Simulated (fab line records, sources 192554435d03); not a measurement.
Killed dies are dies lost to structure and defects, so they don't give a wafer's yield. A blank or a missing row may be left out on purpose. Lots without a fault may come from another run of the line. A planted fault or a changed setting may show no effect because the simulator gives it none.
Split-lot experiment | flow n5_finfet | 7 lots, 21 wafers read, on a route of 1938 steps

THE SPLIT
At N5_BEOL_M14_SPUTTER_43 (material TaN, target thk 15 nm, time 24.19 s), the setting power_w was moved away from the recipe's 15000 W on 13 of the 21 wafers read, by -13.7% to +16.3%. The other wafers ran this setting at the recipe's value.

The reading is taken at the split's own step.

THE READING
TaN_of_BEOL_M14_SPUTTER_43.thk_nm (the simulator's own value, which no gauge read), in nm, at N5_BEOL_M14_SPUTTER_43 (material TaN, target thk 15 nm, time 24.19 s). The file gives no usual value for it. The 8 wafers here that ran the recipe average 15.1 nm, standard deviation 0.17 nm.

wafer  | tool, chamber at the split | power_w as run, W | against the recipe | TaN_of_BEOL_M14_SPUTTER_43.thk_nm, nm | against lot-mates on the recipe
L074.2 | pvd_sputter-01, -          | 17450             | +16.3%             | 17.2                                  | no lot-mate on the recipe
L074.6 | pvd_sputter-01, -          | 17450             | +16.3%             | 17.2                                  | no lot-mate on the recipe
L074.3 | pvd_sputter-01, -          | 17450             | +16.3%             | 17.4                                  | no lot-mate on the recipe
L075.1 | pvd_sputter-01, -          | 15000             | recipe             | 15.2                                  | -
L075.6 | pvd_sputter-01, -          | 15000             | recipe             | 15.2                                  | -
L075.4 | pvd_sputter-01, -          | 15000             | recipe             | 15.4                                  | -
L086.3 | pvd_sputter-02, -          | 13310             | -11.3%             | 13.4                                  | -1.6
L086.5 | pvd_sputter-02, -          | 15000             | recipe             | 15                                    | -
L086.6 | pvd_sputter-02, -          | 15000             | recipe             | 15                                    | -
L088.2 | pvd_sputter-01, -          | 15000             | recipe             | 15                                    | -
L088.3 | pvd_sputter-01, -          | 12940             | -13.7%             | 13                                    | -2.0
L088.6 | pvd_sputter-01, -          | 12940             | -13.7%             | 12.8                                  | -2.2
L089.1 | pvd_sputter-01, -          | 15000             | recipe             | 15                                    | -
L089.4 | pvd_sputter-01, -          | 13940             | -7.1%              | 14.2                                  | -0.7
L089.6 | pvd_sputter-01, -          | 15000             | recipe             | 14.8                                  | -
L096.1 | pvd_sputter-03, -          | 16550             | +10.3%             | 16.4                                  | no lot-mate on the recipe
L096.2 | pvd_sputter-03, -          | 16550             | +10.3%             | 16.4                                  | no lot-mate on the recipe
L096.6 | pvd_sputter-03, -          | 16550             | +10.3%             | 16.4                                  | no lot-mate on the recipe
L095.1 | pvd_sputter-03, -          | 13400             | -10.7%             | 13.2                                  | no lot-mate on the recipe
L095.3 | pvd_sputter-03, -          | 13400             | -10.7%             | 13.4                                  | no lot-mate on the recipe
L095.4 | pvd_sputter-03, -          | 13400             | -10.7%             | 13.4                                  | no lot-mate on the recipe

THE FIT
A straight line over all 21 wafers: TaN_of_BEOL_M14_SPUTTER_43.thk_nm changes by +0.143 nm for each +1% of power_w; r = +0.99; the points scatter about the line by 0.17 nm.
The same after taking each lot's own level away (the mean of its wafers on the recipe; 12 wafers): +0.147 nm for each +1%; r = +0.99; scatter 0.14 nm.
On that fit, the largest move of power_w shifts the reading by 2.4 nm.
The lots' own levels span 14.90 to 15.27 nm, that is 2.1 times the standard deviation above.
So the lot-to-lot level changes the slope little: the two slopes agree.
Check: with one of the wafers moved furthest among these (-13.7%) left out of the fit, the line predicts -2 nm for it against its lot-mates. It came out at -2 nm against them.

OTHER SPLITS ON THESE WAFERS
These wafers also went through other splits before the reading. Each is held against what the fit with the lots' levels taken away leaves over:
other split on the same wafers | wafers away from the commonest value | r with TaN_of_BEOL_M14_SPUTTER_43.thk_nm (lot level and that fit taken away)
N5_BEOL_M11_EXPOSE_08 dose_mj  | 9                                    | -0.15
N5_BEOL_M11_COAT_22 spin_rpm   | 8                                    | +0.28
N5_BEOL_M11_ETCH_66 time_s     | 8                                    | +0.11
N5_BEOL_M12_COAT_22 spin_rpm   | 10                                   | -0.18
N5_BEOL_M13_ETCH_68 time_s     | 6                                    | -0.34
N5_BEOL_M13_SPUTTER_43 time_s  | 5                                    | -0.05

THE FILE'S OWN FIT
TaN_of_BEOL_M14_SPUTTER_43.thk_nm changes by +0.142 nm for each +1% of power_w, r = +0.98.
